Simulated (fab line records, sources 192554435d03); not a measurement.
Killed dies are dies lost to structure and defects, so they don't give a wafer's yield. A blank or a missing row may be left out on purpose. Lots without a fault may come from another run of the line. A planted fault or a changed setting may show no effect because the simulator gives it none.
Which tool did it? | flow n5_finfet | 12 lots, 35 wafers sampled, at 5 steps of a route of 1938

WHAT THE GAUGES READ, wafer by wafer
N5_HKMG_FIN_INSPECT_61: inspects for defects (macro).
lot  | measured    | on                | raw_defect_count
L528 | day 4 06:47 | defect_inspect-02 | 3 1 3
L531 | day 4 20:37 | defect_inspect-01 | 0 3 0
L532 | day 5 05:48 | defect_inspect-02 | 3 2 3
L534 | day 5 17:04 | defect_inspect-02 | 1 2 4
L535 | day 6 02:43 | defect_inspect-02 | 0 2 1
L536 | day 6 09:45 | defect_inspect-02 | 1 4 3
L537 | day 6 12:02 | defect_inspect-01 | 3 4 1
L539 | day 6 23:09 | defect_inspect-02 | 4 2
L540 | day 7 09:18 | defect_inspect-02 | 3 1 1
L547 | day 9 00:35 | defect_inspect-02 | >300 >300 >300
L548 | day 9 07:34 | defect_inspect-01 | >300 >300 >300
L549 | day 9 14:22 | defect_inspect-01 | >300 >300 >300

WHICH TOOL RAN EACH LOT (tool, then ch and the chambers of the sampled wafers, then the start)
lot  | N5_SDB_CMP_30                | N5_HKMG_FIN_HK_ALD_01           | N5_HKMG_FIN_HK_ANNEAL_02        | N5_HKMG_FIN_ALD_75
L528 | cmp-04 ch 0,3, day 4 04:47   | ald_hk-01 ch 1,2,3, day 4 05:47 | rtp_anneal-02 ch 0, day 4 06:00 | ald_hk-02 ch 0,1,2, day 4 06:16
L531 | cmp-04 ch 0,1, day 4 18:42   | ald_hk-03 ch 0,2,3, day 4 19:37 | rtp_anneal-02 ch 0, day 4 19:49 | ald_hk-01 ch 0,1, day 4 20:05
L532 | cmp-01 ch 0,2,3, day 5 03:36 | ald_hk-03 ch 1,2,3, day 5 04:48 | rtp_anneal-01 ch 0, day 5 04:59 | ald_hk-01 ch 0,2,3, day 5 05:17
L534 | cmp-04 ch 0,2,3, day 5 15:16 | ald_hk-03 ch 2,3, day 5 16:12   | rtp_anneal-02 ch 0, day 5 16:23 | ald_hk-01 ch 2,3, day 5 16:40
L535 | cmp-03 ch 0,1,2, day 6 00:45 | ald_hk-03 ch 2,3, day 6 01:42   | rtp_anneal-01 ch 0, day 6 02:03 | ald_hk-01 ch 0,2, day 6 02:19
L536 | cmp-04 ch 2,3, day 6 07:55   | ald_hk-03 ch 1,2, day 6 08:49   | rtp_anneal-01 ch 0, day 6 09:07 | ald_hk-03 ch 0,1, day 6 09:21
L537 | cmp-04 ch 0,1,3, day 6 10:10 | ald_hk-02 ch 0,2,3, day 6 11:02 | rtp_anneal-01 ch 0, day 6 11:14 | ald_hk-03 ch 0,2,3, day 6 11:31
L539 | cmp-04 ch 1,2, day 6 21:10   | ald_hk-01 ch 1,2, day 6 22:06   | rtp_anneal-01 ch 0, day 6 22:22 | ald_hk-02 ch 0,3, day 6 22:38
L540 | cmp-04 ch 0,1,2, day 7 07:27 | ald_hk-01 ch 0,2,3, day 7 08:17 | rtp_anneal-02 ch 0, day 7 08:35 | ald_hk-02 ch 0,1, day 7 08:47
L547 | cmp-04 ch 0,1,2, day 8 22:47 | ald_hk-01 ch 2,3, day 8 23:43   | rtp_anneal-01 ch 0, day 8 23:59 | ald_hk-02 ch 0,1,3, day 9 00:11
L548 | cmp-04 ch 0,1,2, day 9 05:35 | ald_hk-01 ch 0,1, day 9 06:34   | rtp_anneal-02 ch 0, day 9 06:47 | ald_hk-02 ch 0,2,3, day 9 07:03
L549 | cmp-03 ch 0,1,3, day 9 12:25 | ald_hk-01 ch 0,1,3, day 9 13:19 | rtp_anneal-01 ch 0, day 9 13:32 | ald_hk-02 ch 1,2,3, day 9 13:50
- N5_SDB_CMP_30: polishes, stops on poly-Si, t overpolish 1.54 s, target thk 30 nm.
- N5_HKMG_FIN_HK_ALD_01: deposits HfO2, target thk 1.6 nm, pulse time 3 s, purge time 3 s.
- N5_HKMG_FIN_HK_ANNEAL_02: time 30 s.
- N5_HKMG_FIN_ALD_75: deposits Al2O3, target thk 1 nm, co reactant pulse time 1 s.

WHAT THE TOOLS THEMSELVES READ (means of the sampled wafers that have a number; where no wafer has one, the mark that the record gives instead)
N5_SDB_CMP_30.
lot  | tool   | motor_current_A (A) | overpolish_run_s (s) | time_to_endpoint_s (s)
L528 | cmp-04 | 11.8                | 1.537                | 15.3
L531 | cmp-04 | 11.9                | 1.546                | 15.5
L532 | cmp-01 | 11.4                | 1.548                | 16.0
L534 | cmp-04 | 12.6                | 1.543                | 17.8
L535 | cmp-03 | 12.5                | 1.531                | 17.5
L536 | cmp-04 | 11.1                | 1.541                | 20.2
L537 | cmp-04 | 12.1                | 1.542                | 14.9
L539 | cmp-04 | 11.8                | 1.544                | 14.7
L540 | cmp-04 | 12.2                | 1.534                | 13.8
L547 | cmp-04 | 12.0                | 1.538                | 15.6
L548 | cmp-04 | 12.2                | 1.540                | 14.5
L549 | cmp-03 | 11.8                | 1.533                | 18.5

N5_HKMG_FIN_HK_ALD_01.
lot  | tool      | precursor_pulse_height_rel
L528 | ald_hk-01 | 0.981
L531 | ald_hk-03 | 0.992
L532 | ald_hk-03 | 0.980
L534 | ald_hk-03 | 1.011
L535 | ald_hk-03 | 1.002
L536 | ald_hk-03 | 1.014
L537 | ald_hk-02 | 1.000
L539 | ald_hk-01 | 1.002
L540 | ald_hk-01 | 0.998
L547 | ald_hk-01 | 1.007
L548 | ald_hk-01 | 1.010
L549 | ald_hk-01 | 0.992

N5_HKMG_FIN_HK_ANNEAL_02.
lot  | tool          | lamp_power_pct (%) | lamp_zone_3_pct (%) | wafer_temp_C_max
L528 | rtp_anneal-02 | 8.79               | 8.802               | 703.4
L531 | rtp_anneal-02 | 8.79               | 8.802               | 702.7
L532 | rtp_anneal-01 | 8.81               | 8.791               | 702.8
L534 | rtp_anneal-02 | 8.80               | 8.792               | 703.3
L535 | rtp_anneal-01 | 8.82               | 8.805               | 702.9
L536 | rtp_anneal-01 | 8.74               | 8.796               | 703.1
L537 | rtp_anneal-01 | 8.82               | 8.791               | 702.9
L539 | rtp_anneal-01 | 8.87               | 8.793               | 703.9
L540 | rtp_anneal-02 | 8.81               | 8.791               | 704.1
L547 | rtp_anneal-01 | 8.77               | 8.801               | 703.3
L548 | rtp_anneal-02 | 8.73               | 8.786               | 703.0
L549 | rtp_anneal-01 | 8.80               | 8.798               | 704.3

N5_HKMG_FIN_ALD_75.
lot  | tool      | heater_power_w (W) | precursor_pulse_height_rel
L528 | ald_hk-02 | 161                | 0.993
L531 | ald_hk-01 | 180                | 0.982
L532 | ald_hk-01 | 174                | 1.001
L534 | ald_hk-01 | 169                | 0.996
L535 | ald_hk-01 | 175                | 0.984
L536 | ald_hk-03 | 179                | 1.008
L537 | ald_hk-03 | 157                | 1.015
L539 | ald_hk-02 | 162                | 0.998
L540 | ald_hk-02 | 151                | 1.001
L547 | ald_hk-02 | 154                | 0.994
L548 | ald_hk-02 | 167                | 0.992
L549 | ald_hk-02 | 151                | 0.998

THE ANSWER, worked out from the rows above alone
Rule: what is usual is taken from the lots themselves. Put in order of their means at a reading, lots are off if they are a third of the lots or fewer, leave a main group of 4 or more, and stand apart from it by a gap of 3 or more times the standard deviation of the main group's means; of several such gaps the widest counts. A main group whose means are all the same, to the digits that the tables above print for the reading, isn't used. A lot without any number at a reading at which 4 lots or more have one is off too. The other lots that the step has rows for count as sound. The gauges are gone through in route order, then the tools' own readings, and for those a lot's mean is taken as printed above. The first step at which some lot is off is used, and at that step the reading that is off furthest; a lot without a number counts as furthest.
Off: L547, L548, L549, at N5_HKMG_FIN_INSPECT_61 (raw_defect_count). Without a number there: L547, L548, L549. The main group: mean 2.1, standard deviation 0.7.
A tool fits if, at a process step before that reading, it ran every lot that is off, and no sound lot after the first of them. The gauges at N5_HKMG_FIN_INSPECT_61 are tried like those tools. Can't be told from this: 2 tools fit, ald_hk-01 at N5_HKMG_FIN_HK_ALD_01, ald_hk-02 at N5_HKMG_FIN_ALD_75.

WHAT THE SIMULATOR HAD PUT IN
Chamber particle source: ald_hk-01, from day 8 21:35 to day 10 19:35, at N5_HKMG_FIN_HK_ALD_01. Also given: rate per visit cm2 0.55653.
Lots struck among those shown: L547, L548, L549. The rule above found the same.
